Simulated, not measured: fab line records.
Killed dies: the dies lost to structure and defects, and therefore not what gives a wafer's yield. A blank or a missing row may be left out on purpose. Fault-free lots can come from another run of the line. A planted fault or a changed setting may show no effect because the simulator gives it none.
Chamber matching -- flow nandHarc -- NHARC_THIN_TSV_STRIP_57 on wetBench-08 has 8 sister chambers
The step strips in post etch residue remover, time 1200 s. 8 wafers are shown with their chamber, then 9 later ones without.

== WAFERS WITH THEIR CHAMBER ==
wafer,chamber,bathHeatDutyPct (%)
L616.2,1,13.0
L616.4,2,16.9
L615.6,0,10.3
L622.1,4,16.1
L622.5,5,16.4
L625.2,6,14.4
L625.3,7,12.7
L625.6,3,16.6

== WAFERS WHOSE CHAMBER IS MISSING ==
wafer,bathHeatDutyPct (%)
L626.1,13.3
L626.3,10.5
L626.6,16.2
L628.3,14.3
L628.4,16.1
L628.6,10.7
L629.2,16.1
L629.4,15.6
L629.5,14.8

== WHICH CHAMBER EACH ONE RAN IN ==
wafer,from the rows above,in truth
L626.1,can't be placed: 1 or 7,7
L626.3,0,0
L626.6,can't be placed: 4 or 5 or 3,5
L628.3,6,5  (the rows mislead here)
L628.4,can't be placed: 4 or 5 or 3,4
L628.6,0,0
L629.2,can't be placed: 4 or 5 or 3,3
L629.4,can't be placed: 4 or 5 or 3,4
L629.5,6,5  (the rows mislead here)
2 of 9 placed correctly. Can't be placed from these rows: 5 (the true chamber is among the candidates in 5). Number placed wrongly: 2.
How it was worked out, from the rows above alone: a wafer's distance from a chamber is the root of the sum, over the readings, of the square of ((its reading less the chamber's mean) divided by the reading's scatter). If the next closest chamber is less than 2 further off than the closest, the wafer can't be placed; otherwise it belongs to the closest. The mean given for a chamber averages the wafers shown for that chamber. The scatter (one wafer shown for each chamber): square how far every hidden wafer sits from the nearest shown wafer, average those squares and take the square root.
